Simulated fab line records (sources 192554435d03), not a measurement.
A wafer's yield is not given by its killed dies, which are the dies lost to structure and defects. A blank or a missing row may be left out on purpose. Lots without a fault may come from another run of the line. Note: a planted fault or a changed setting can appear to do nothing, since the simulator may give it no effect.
A struck lot beside a sound one | flow n5-finfet | 42 steps out of a route of 1938
Sound: these wafers, L377.2, L377.4, L377.6. Wafers L362.1, L362.4, L362.5 were the ones struck. The cause comes at the end.
For every step that has rows: the tool of each side, followed by ch and its chambers, followed by its first start. Under that, the readings that differ: sound wafers | struck wafers | difference of the means | sigmas: that difference in standard deviations of wafers without a fault.
alike: readings with means less than 2 such deviations apart, plus words and numbers identical on both sides. not compared: withheld readings, readings lacking a value on some wafer, bounds such as >300 that could conceal the same value, and numbers that have no deviation in the record and whose values overlap.
A row with sigmas, a row that says differs or no value, or rows on one side alone: a step with any of these is where the two part. Non-overlapping numbers with no deviation appear without sigmas and do not part them. A reading missing from all wafers of one side parts the sides only when that side holds two or more wafers.

first, 9 steps without rows for these wafers: N5_BEOL_M4_ANNEAL_95 (time 240 s); N5_BEOL_M4_SPUTTER_96 (material Cu, target thk 4.5 nm, time 8.29 s); N5_BEOL_M4_ECD_50 (material Cu, target thk 300 nm); N5_BEOL_M4_ANNEAL_51 (time 90 s); N5_BEOL_M4_CMP_52 (polishes, stops on SiOC, t overpolish 6.8 s, target thk 40 nm); N5_BEOL_M4_PRE_CLEAN_60 (time 15 s); N5_BEOL_M4_CO_CAP_55 (material Co, precursor CCTBA/H2, target thk 2 nm, time 102.1 s); N5_BEOL_M4_PRE_CLEAN_56 (time 15 s); N5_BEOL_M4_DEP_57 (deposits SiCN from 3MS/NH3, target thk 8 nm, time 14 s).
N5_BEOL_M4_RC_MEAS_101:
  sound on prober-02 ch 0, day 14 05:37; struck on prober-01 ch 0, day 10 17:10
  alike: DIBL_N, DIBL_P, IOFF_N, IOFF_P, ION_N, ION_P, SS_N, SS_P, VT_N, VT_P
then, 24 steps without rows for these wafers: N5_BEOL_M5_ILD_DEP_00 (deposits SiCOH lowk from DEMS/porogen, target thk 140.64 nm, time 25.9 s); N5_BEOL_M5_CURE_79 (cures SiCOH lowk, time 240 s); N5_BEOL_M5_PECVD_70 (deposits SiO2 from TEOS/O2, target thk 16 nm, time 18 s); N5_BEOL_M5_HM_DEP_02 (deposits TiN, target thk 20 nm); N5_BEOL_M5_COAT_59 (time 60 s, resist thk 60 nm); N5_BEOL_M5_COAT_60 (time 60 s, resist thk 12 nm); N5_BEOL_M5_COAT_71 (time 60 s, resist thk 5 nm); N5_BEOL_M5_COAT_05 (resist thk 30 nm); N5_BEOL_M5_EBR_07; N5_BEOL_M5_SOFTBAKE_06 (time 60 s); N5_BEOL_M5_EXPOSE_08 (exposes mask M5, target cd 28 nm); N5_BEOL_M5_PEB_09 (peb time 60 s); N5_BEOL_M5_DEVELOP_10 (develop time 30 s); N5_BEOL_M5_DESCUM_16 (chemistry O2, time 7 s); N5_BEOL_M5_ETCH_72 (etches underlayer in N2/H2, target depth 6.5 nm, time 5.2 s); N5_BEOL_M5_ETCH_61 (etches SiARC in CF4, target depth 15.6 nm, time 26 s); N5_BEOL_M5_ETCH_62 (etches SOC in N2/H2, target depth 75 nm, overetch 15 nm, time 112.5 s); N5_BEOL_M5_STRIP_63 (strips in N2/H2); N5_BEOL_M5_STRIP_73 (strips in N2/H2); N5_BEOL_M5_STRIP_64 (strips in CF4); N5_BEOL_M5_HM_OPEN_17 (chemistry Cl2/BCl3, target TiN, target depth 20 nm, overetch 6 nm); N5_BEOL_M5_STRIP_19 (strips in O2); N5_BEOL_M5_COAT_65 (time 60 s, resist thk 60 nm); N5_BEOL_M5_COAT_66 (time 60 s, resist thk 12 nm).
-- here the record skips 3 days between the struck wafers' starts before and after, leaving off in module BEOL_M5 and picking up in module BEOL_M13 (first step shown: number 1659 of the route) --
N5_BEOL_M13_ILD_DEP_00: deposits SiOC from DEMS/O2, target thk 837.92 nm, time 166.4 s.
  sound on pecvd-03 ch 0,1, day 17 01:50; struck on pecvd-04 ch 0,1,2, day 13 17:29
  alike: heater-power-w, showerhead-plenum-p-Torr, throttle-valve-pct
N5_BEOL_M13_THK_MEAS_01:
  sound on film-metro-02 at day 17 01:59; struck on film-metro-01 at day 13 17:38
  reading          | sound       | struck         | difference | sigmas
  M13_ILD_THK (nm) | 821 834 851 | 1694 1681 1704 | +858       | +78
N5_BEOL_M13_VIA_ETCH_16: etches SiOC in C4F8/O2/Ar, target depth 921.7 nm.
  sound on rie-diel-05 ch 0,3, day 17 02:34; struck on rie-diel-05 ch 1,3, day 13 18:07
  reading                                       | sound             | struck         | difference | sigmas
  model.etch.depth-nm (nm)                      | 821.3 833.5 851.1 | 1693 1680 1704 | +857       |
  model.SiOC_of_BEOL_M13_ILD_DEP_00.thk-nm (nm) | 821.4 833.6 851.2 | 1360 1373 1361 | +529       |
  model.BARC_of_BEOL_M13_COAT_58.thk-nm (nm)    | 89.4 89.2 89      | 0 0 0          | -89        |
  alike: drypump-motor-current-A, oes-product-au, rf-vpp-V, showerhead-plenum-p-Torr, throttle-valve-pct
N5_BEOL_M13_STRIP_63: strips in N2/H2.
  sound on plasma-asher-01 ch 0,1, day 17 02:49; struck on plasma-asher-01 ch 0,1, day 13 18:21
  reading                      | sound             | struck            | difference | sigmas
  oes-product-au (a.u.)        | 0.679 0.673 0.680 | 0.222 0.225 0.229 | -0.452     | -82
  strip-time-to-endpoint-s (s) | 30.3 27.8 26.3    | 0.0 0.0 0.0       | -28.1      | -26
  alike: drypump-motor-current-A, heater-power-w, n2-flow-sccm
  not compared: rf-hours-counter-h
N5_BEOL_M13_STRIP_64: strips in N2/H2.
  sound on plasma-asher-01 ch 0,1, day 17 02:52; struck on plasma-asher-01 ch 0,1, day 13 18:25
  reading                      | sound             | struck            | difference | sigmas
  oes-product-au (a.u.)        | 0.711 0.714 0.709 | 0.237 0.237 0.243 | -0.472     | -98
  strip-time-to-endpoint-s (s) | 31.41 31.35 31.29 | 0.03 0.04 0.03    | -31.32     | -99 or more
  alike: drypump-motor-current-A, heater-power-w, n2-flow-sccm
  not compared: rf-hours-counter-h
N5_BEOL_M13_CD_MEAS_17: the cd target is 190 nm.
  sound on cd-sem-01 at day 17 03:01; struck on cd-sem-02 at day 13 18:36
  reading    | sound             | struck            | difference | sigmas
  cd-nm (nm) | 186.5 192.3 191.5 | 283.5 280.3 286.9 | +93.5      | +47
N5_BEOL_M13_CMP_49: polishes, stops on SiOC, t overpolish 17.1 s, target thk 420 nm.
  sound on cmp-04 ch 0,3, day 17 06:35; struck on cmp-04 ch 0,1, day 13 21:14
  reading                                       | sound           | struck         | difference | sigmas
  barrier-field-endpoint-s (s)                  | 28.1 28.8 28.8  | 30.2 30.9 29.8 | +1.7       | +3
  model.SiOC_of_BEOL_M13_ILD_DEP_00.thk-nm (nm) | 764 777.8 794.6 | 1303 1316 1304 | +529       |
  alike: clearing-platen-rpm, motor-current-A, overpolish-run-s
N5_PASSIVATION_PROBE_49:
  the record has rows for the struck wafers here (prober-01, day 14 20:09) and none for the sound ones

## WHERE THEY PART
At N5_BEOL_M13_THK_MEAS_01 first; at N5_PASSIVATION_PROBE_49 last (within this record only).

WHY: the cause the simulator had injected
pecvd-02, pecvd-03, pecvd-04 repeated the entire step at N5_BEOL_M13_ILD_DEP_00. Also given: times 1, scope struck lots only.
